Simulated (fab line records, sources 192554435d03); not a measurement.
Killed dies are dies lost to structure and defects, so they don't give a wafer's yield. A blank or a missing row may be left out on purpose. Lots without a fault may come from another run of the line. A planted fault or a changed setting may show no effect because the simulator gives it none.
fab line records | flow n5_finfet
record lots=4 wafers=12 last_day=15
route steps=1938 shown BEOL_M9@1438 BEOL_M10@1470 PASSIVATION@1936
lots that met no fault: from a run of the same line without faults
start_h: hours from the record's first day to the start of the lot's first wafer shown | wait_h: hours since the lot's step before | " the same as in the row above | L1.1+2: a row that stands for several wafers | - no value, or no start given | * or withheld: withheld | < > ~ a bound
route shown NAME@n: a module of which the file shows steps, and the number in the route of the first | usual: mean/standard deviation of fault-free wafers | same: alike in all rows | chamber/n: place in a boat | sites: the reading at each site | _std_site: their standard deviation | _edge_site: outer sites' mean less inner sites' | radius_mm: how far each site lies from the wafer's centre | mask NAME#n: copy n | behind: the tool/chamber that last shaped the wafer | hold: why the lot was held/for how many hours/how that ended | device: the transistor (n, p or np) that didn't switch | end of line: the same wafers' tests at the end of the route | a step without rows: its recipe alone | killed: dies lost to structure and defects at the first sort, not the wafer's yield | map: a wafer's dies, x killed, . not, _ none there
set.NAME: the setting as run; set.NAME@STEP: as run at that earlier step | model.NAME: the simulator's own value behind a step, which no gauge read
lots at some steps of the route; a table a step, a row a wafer
services: from which hour (start_h, from the record's first day; less than 0 if before it) a tool's chamber was out of use, for how many hours, and why
## steps
# step N5_BEOL_M9_ETCH_76
# recipe chemistry=N2/H2 target=underlayer target_depth_a=65 mask_material=CAR-EUV time_s=5.2 ion_energy_ev=200 pressure_mtorr=30 source_w=840 bias_w=150 n2_flow_sccm=200 h2_flow_sccm=200 ends=cleared
# step N5_BEOL_M9_ETCH_65
# recipe chemistry=CF4 target=SiARC target_depth_a=156 mask_material=CAR-EUV time_s=26 ion_energy_ev=80 pressure_mtorr=40 source_w=545 bias_w=36 Ar_flow_sccm=100 cf4_flow_sccm=100 ends=cleared
# step N5_BEOL_M9_ETCH_66
# recipe chemistry=N2/H2 target=SOC target_depth_a=800 overetch_a=160 mask_material=SiARC temp_c=40 time_s=120 ion_energy_ev=200 pressure_mtorr=30 source_w=840 bias_w=150 n2_flow_sccm=200 h2_flow_sccm=200
# step N5_BEOL_M9_STRIP_69
# recipe chemistry=N2/H2 temp_c=40 n2_flow_sccm=200 h2_flow_sccm=200 rf_frequency_hz=6e+07
# step N5_BEOL_M9_STRIP_77
# recipe chemistry=N2/H2 temp_c=40 n2_flow_sccm=200 h2_flow_sccm=200 rf_frequency_hz=6e+07
# step N5_BEOL_M9_VIA_ETCH_34
# recipe chemistry=C4F6/O2 target=SiCOH_lowk target_depth_a=1824 mask_material=SOC taper_deg=4 time_s=68.4 ion_energy_ev=250 pressure_mtorr=30 source_w=345 bias_w=185 Ar_flow_sccm=300 C4F6_flow_sccm=10 O2_flow_sccm=10
# step N5_BEOL_M9_STRIP_73
# recipe chemistry=C4F6/O2 resist=SiARC rf_frequency_hz=6e+07
# step N5_BEOL_M9_STRIP_36
# recipe chemistry=N2/H2 power_w=450 temp_c=40 pressure_mtorr=20 rf_frequency_hz=6e+07 overash_fraction=0.3 bias_power_w=7 h2_frac=0.5 n2_flow_sccm=200 h2_flow_sccm=200
# step N5_BEOL_M9_TRENCH_ETCH_37
# recipe chemistry=C4F6/O2 target_depth_a=1514.3 target=SiCOH_lowk time_s=49 ion_energy_ev=250 pressure_mtorr=30 source_w=345 bias_w=185 Ar_flow_sccm=300 C4F6_flow_sccm=10 O2_flow_sccm=10
# step N5_BEOL_M9_ETCH_41
# recipe chemistry=CH3F/O2 target=SiCN target_depth_a=366 taper_deg=2 time_s=70.1 ion_energy_ev=120 mask_material=TiN pressure_mtorr=30 source_w=395 bias_w=75 Ar_flow_sccm=150 CH3F_flow_sccm=30 O2_flow_sccm=20
# step N5_BEOL_M9_STRIP_80
# recipe chemistry=N2/H2 time_s=10 power_w=450 temp_c=40 pressure_mtorr=20 rf_frequency_hz=6e+07 bias_power_w=7 n2_flow_sccm=200 h2_flow_sccm=200
# step N5_BEOL_M9_HM_STRIP_39
# recipe chemistry=peroxide_tin_strip material=TiN target_depth_a=250 temp_c=50 time_s=158
# usual bath_heat_duty_pct=7.1/0.89
# columns lot.wafer tool chamber start_h wait_h bath_heat_duty_pct
L842.1 wet_bench-01 7 230.91 0.0 7.4
L842.2 " 2 " " 7.4
L842.4 " 1 " " 8.1
L848.1 wet_bench-01 2 265.42 0.0 6.9
L848.4 " 4 " " 6.9
L848.5 " 7 " " 7.7
L849.3 wet_bench-04 1 271.98 0.0 6.3
L849.5 " 2 " " 7.3
L849.6 " 3 " " 5.9
L856.2 wet_bench-01 4 305.63 0.0 6.5
L856.3 " 2 " " 6.5
L856.4 " 5 " " 7.8
# step N5_BEOL_M9_SRD_40
# recipe time_s=30 temp_c=23 rinse_liquid=diw dry=ipa_marangoni
# step N5_BEOL_M9_PRECLEAN_42
# recipe chemistry=residue_remover time_s=60 temp_c=40
# step N5_BEOL_M9_SRD_43
# recipe time_s=30 temp_c=23 rinse_liquid=diw dry=ipa_marangoni
# step N5_BEOL_M9_CURE_72
# recipe temp_c=370 time_s=120 ambient=DMADMS/He material=SiCOH_lowk
# step N5_BEOL_M9_DEGAS_44
# recipe ambient=vacuum temp_c=250 time_s=60
# step N5_BEOL_M9_PRE_CLEAN_45
# recipe gas=H2/He time_s=30 temp_c=250
# step N5_BEOL_M9_ALD_74
# recipe material=TaN target_thk_a=20 temp_c=275 ald_precursor_family=PDMAT ald_co_reactant=NH3 pressure_torr=3 carrier_flow_sccm=1500 pulse_time_s=2 purge_time_s=3 co_reactant_purge_time_s=2 co_reactant_pulse_time_s=3 ald_cycles=40 precursor_vessel_temp_c=75 precursor_vessel_pressure_torr=26.25 precursor_vessel_carrier_sccm=1000
# step N5_BEOL_M9_SURFACE_TREAT_79
# recipe gas=Ar time_s=* ion_energy_ev=* ion_current_ma_cm2=0.5 pressure_mtorr=* ar_flow_sccm=30
# step N5_BEOL_M9_CVD_78
# recipe material=Co target_thk_a=20 temp_c=withheld precursor=CCTBA/H2 pressure_torr=30 time_s=138.9
# step N5_BEOL_M9_SPUTTER_48
# recipe material=Cu target_thk_a=120 temp_c=-20 bias_v=60 power_w=26000 chamber_pressure_pa=0.13 time_s=2
# step N5_BEOL_M9_ECD_50
# recipe material=Cu target_thk_a=3180
# step N5_BEOL_M9_ANNEAL_51
# recipe temp_c=225 time_s=90 ambient=N2
# step N5_BEOL_M9_CMP_52
# recipe stop_on=SiCOH_lowk t_overpolish_s=7 down_force_psi=1 platen_rpm=50 clearing_platen_down_force_psi=1.5 clearing_platen_rpm=50 post_cmp_clean=cu_alkaline target_thk_nm=140 clearing_platen_pad_velocity_m_s=0.99484 pad_velocity_m_s=0.99484
# step N5_BEOL_M9_PRE_CLEAN_55
# recipe gas=NH3 time_s=15 temp_c=withheld rf_power_w=300
# step N5_BEOL_M9_DEP_56
# recipe material=SiCN target_thk_a=150 temp_c=withheld precursor=3MS/NH3 pressure_torr=3 rf_w=202 time_s=26.5
# step N5_BEOL_M10_ILD_DEP_00
# recipe material=SiCOH_lowk target_thk_a=3085.1 temp_c=300 precursor=DEMS/porogen pressure_torr=5 rf_w=500 time_s=58
# step N5_BEOL_M10_CURE_71
# recipe temp_c=385 time_s=240 ambient=He/Ar material=SiCOH_lowk
# step N5_BEOL_M10_PECVD_70
# recipe material=SiO2 target_thk_a=200 temp_c=400 precursor=TEOS/O2 pressure_torr=5.5 rf_w=450 teos_flow_sccm=53.8 gas=O2 flow_sccm=3000 time_s=22.7
# step N5_BEOL_M10_HM_DEP_02
# recipe material=TiN target_thk_a=200 temp_c=25 chamber_pressure_pa=0.49996
# step N5_BEOL_M10_COAT_59
# recipe resist=SOC temp_c=250 time_s=60 spin_rpm=1500 resist_thk_nm=100
# step N5_BEOL_M10_COAT_60
# recipe resist=SiARC temp_c=220 time_s=60 spin_rpm=1500 resist_thk_nm=30
# step N5_BEOL_M10_COAT_05
# recipe resist=CAR-ArF spin_rpm=1500 resist_thk_nm=90
# step N5_BEOL_M10_EBR_07
# recipe solvent=PGMEA ebr_width_mm=1.5
# step N5_BEOL_M10_SOFTBAKE_06
# recipe temp_c=110 time_s=60 resist=CAR-ArF
# step N5_PASSIVATION_PROBE_49
# usual defect_limited_yield=91.5/1.5 killed_at_M0_to_M3=32/9.4 killed_at_M4_up=12/5.1 killed_at_contacts=11/7.4 killed_at_front_end=41/11 killed_at_other=3.4/2.5 killed_dies=100/17 killed_on_rim=13/4.4 killed_open=65/14 killed_short=33/7 sort_bin_5_function=4.9/0.96 sort_bin_6_memory=3.1/0.7 sort_n_pass=1080/17 sort_yield_pct=91.5/1.5
# same gross_dies=1180 killed_at_back_side=0 sort_bin_4_leakage[%]=0 sort_bin_8_speed[%]=0
# columns lot.wafer tool chamber start_h wait_h defect_limited_yield[%] killed_at_M0_to_M3 killed_at_M4_up killed_at_contacts killed_at_front_end killed_at_other killed_dies killed_on_rim killed_open killed_short sort_bin_5_function[%] sort_bin_6_memory[%] sort_n_pass sort_yield_pct[%]
L848.1 prober-02 - 317.61 0.0 83.5 43 95 25 32 0 195 36 81 25 11.0 3.6 985 83.5
L848.4 prober-02 - 317.76 0.2 86.2 38 56 20 47 2 163 26 88 29 8.0 5.0 1017 86.2
L848.5 prober-02 - 317.81 0.2 83.2 53 90 18 31 6 198 30 91 31 11.3 4.3 982 83.2
L849.3 prober-01 - 327.55 0.1 91.5 36 17 11 31 5 100 12 67 33 4.7 3.6 1080 91.5
L849.5 prober-01 - 327.65 0.2 91.9 32 14 2 45 3 96 18 64 30 4.6 3.0 1084 91.9
L849.6 prober-01 - 327.70 0.3 88.5 34 11 19 65 7 136 21 90 44 6.8 4.3 1044 88.5
L856.2 prober-02 - 355.39 0.1 91.7 19 47 8 22 2 98 19 34 22 5.7 1.8 1082 91.7
L856.3 prober-02 - 355.44 0.1 82.9 30 116 6 41 9 202 27 61 42 10.3 4.0 978 82.9
L856.4 prober-02 - 355.49 0.2 83.1 38 125 6 29 2 200 14 59 29 9.9 4.7 980 83.1
# killed by level:class
L848.1 BEOL_M9:unspecified=85 MOL_CONTACT_COAG:geometric_particle:open=18 BEOL_M1:geometric_particle:open=13 STI_FIN_REVEAL:geometric_particle:open=12 BEOL_M0_SAQP:geometric_particle:open=11 BEOL_M0_SAQP:geometric_particle:short=10 MOL_CONTACT_COAG:geometric_particle:short=7 FIN_SAQP:geometric_particle:open=6
L848.4 BEOL_M9:unspecified=43 MOL_CONTACT_COAG:geometric_particle:open=15 STI_FIN_REVEAL:geometric_particle:open=15 BEOL_M3:geometric_particle:open=10 FIN_SAQP:geometric_particle:open=9 BEOL_M2:geometric_particle:open=7 BEOL_M1:geometric_particle:open=7 FIN_SAQP:geometric_particle:short=5
L848.5 BEOL_M9:unspecified=74 MOL_CONTACT_COAG:geometric_particle:open=15 BEOL_M3:geometric_particle:open=13 BEOL_M1:geometric_particle:open=10 BEOL_M0_SAQP:geometric_particle:open=8 STI_FIN_REVEAL:geometric_particle:open=7 FIN_SAQP:geometric_particle:open=6 ILD0:geometric_particle:open=6
L849.3 MOL_CONTACT_COAG:geometric_particle:open=10 BEOL_M3:geometric_particle:open=10 BEOL_M0_SAQP:geometric_particle:open=8 BEOL_M2:geometric_particle:open=6 BEOL_M1:geometric_particle:short=6 BEOL_M4:geometric_particle:open=6 FIN_SAQP:geometric_particle:open=5 STI_FIN_REVEAL:geometric_particle:short=4
L849.5 BEOL_M4:geometric_particle:open=11 STI_FIN_REVEAL:geometric_particle:open=10 FIN_SAQP:geometric_particle:short=9 BEOL_M0_SAQP:geometric_particle:open=8 BEOL_M3:geometric_particle:open=8 BEOL_M2:geometric_particle:open=7 FIN_SAQP:geometric_particle:open=5 GATE_CUT:geometric_particle:short=4
L849.6 FIN_SAQP:geometric_particle:open=16 MOL_CONTACT_COAG:geometric_particle:open=16 STI_FIN_REVEAL:geometric_particle:open=15 FIN_SAQP:geometric_particle:short=12 BEOL_M2:geometric_particle:open=9 BEOL_M3:geometric_particle:open=6 BEOL_M1:geometric_particle:short=5 STARTING-WAFER:geometric_particle:short=5
L856.2 BEOL_M9:unspecified=42 BEOL_M0_SAQP:geometric_particle:open=4 MOL_CONTACT_COAG:geometric_particle:open=4 MOL_CONTACT_COAG:geometric_particle:short=4 BEOL_M2:geometric_particle:open=4 FIN_SAQP:geometric_particle:short=3 ILD0:geometric_particle:short=3 BEOL_M1:geometric_particle:open=3
L856.3 BEOL_M9:unspecified=99 FIN_SAQP:geometric_particle:open=12 BEOL_M0_SAQP:geometric_particle:open=8 BEOL_M4:geometric_particle:open=7 MIM_TOP_ETCH:geometric_particle:short=6 BEOL_M0_SAQP:geometric_particle:short=6 FIN_SAQP:geometric_particle:short=5 DUMMY_GATE:geometric_particle:open=5
L856.4 BEOL_M9:unspecified=112 BEOL_M0_SAQP:geometric_particle:short=8 BEOL_M0_SAQP:geometric_particle:open=7 FIN_SAQP:geometric_particle:open=6 BEOL_M2:geometric_particle:open=6 BEOL_M3:geometric_particle:open=6 MOL_CONTACT_COAG:geometric_particle:open=5 FIN_SAQP:geometric_particle:short=4
# map L848.5 (x killed, . not)
_________________.......x...x________________
______________.............x..x._____________
___________...x..x.........x......x__________
__________..x...................x.xx_________
________..x.....x..x.x...........xxxxx_______
_______........x...x.x...x..x.x.xxxxxxx______
______...........................xxxxxxx_____
_____.....x.........x...........xxxxxxxxx____
____................x....xx.x.x.x.xxxxxxxx___
___....x...x......x...........x.xxxxxxxxxxx__
___.x......x.............x....x.xxxxxxxxxxx__
__xx.....x.........................xx.x.x.x._
__.....x.x..........x...x.........x.xxxx.xx._
_..............x......xx...........x..x...x..
_........x.xx............x.............xx....
_............xx......x...............x.x.....
_.....x.......xxx...............x........xxx.
_x.x.......................x.....x......x....
_.......x.........x........x..x..............
_.....x.........x...x..........x............x
_...xx..x..........x..........x..............
__..............x.........x...........x....._
__........................................x._
___...x.x...................x....x....xx...__
___.........x...x....x.x...x.xx............__
____.....x.....x.x........................___
_____.............x....x.....x...x...x...____
______...............x........x........x_____
_______........x...............x.......______
________...........x......x..x..x....._______
__________........x................._________
___________x................x......__________
______________............xx...._____________
_________________............________________
# map L856.3 (x killed, . not)
_________________..x.........________________
______________.........x.....x.._____________
___________....xxx........x........__________
__________..............x.x........x_________
________...x....................x...x._______
_______......x.....x..x......x.........______
______..............................x..._____
_____...............x......x.....x...x...____
____....x.............x..x............x...___
___......x............x.x...x..........x...__
___.........x..................x....x......__
__.........................x...x............_
__.......................x....x............x_
_...x...x........xx..........................
_...................x...............x........
_..x...x..........x.x..x.....x......x.......x
_x..x.xx.x.............x.....x...............
_x...xx.....x........x.........x......x......
_..xxxx.xx.x..x...x.........x.........x.x....
_xxxxxxxxxxx.xx.......x...x.....xx...x.......
_xxxxxxxxxxxx...x............................
__xxxxxxxxxxxxx.x..........................._
__xxxxxxxxxxxx.....x.....x...............x.._
___xxxxxxxxxx.x........................x...__
___xxxxxxxxx..xx........x...........x......__
____xxxxxx.............x..................___
_____xxxxx..x..............x..x...x..x.x.____
______xxxxx...............x....xx......._____
_______.xx.....x.......................______
________............x...........x....._______
__________...x..x.......xx.........._________
___________....x...............x...__________
______________..............x..._____________
_________________............________________
## services
# columns tool chamber start_h hours kind
wet_bench-01 - 250.39 1.3 repair
## key
first_sign step=N5_PASSIVATION_PROBE_49 reading=killed_at_M4_up direction=up sigmas=15 usual=12 struck=88
effect step=N5_PASSIVATION_PROBE_49 reading=defect_limited_yield direction=down sigmas=4.4 usual=91.5 struck=85.1
more_kills_born_at N5_BEOL_M9_HM_STRIP_39@wet_bench-01=455
met_at N5_BEOL_M9_HM_STRIP_39
struck_wafers L848.1,L848.4,L848.5,L856.2,L856.3,L856.4
onset_between 230.91 265.42
fault kind=chamber_particle_source tool=wet_bench-01 chamber=- onset_h=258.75 steps=N5_BEOL_M9_HM_STRIP_39 rate_per_visit_cm2=0.58122 end_h=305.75
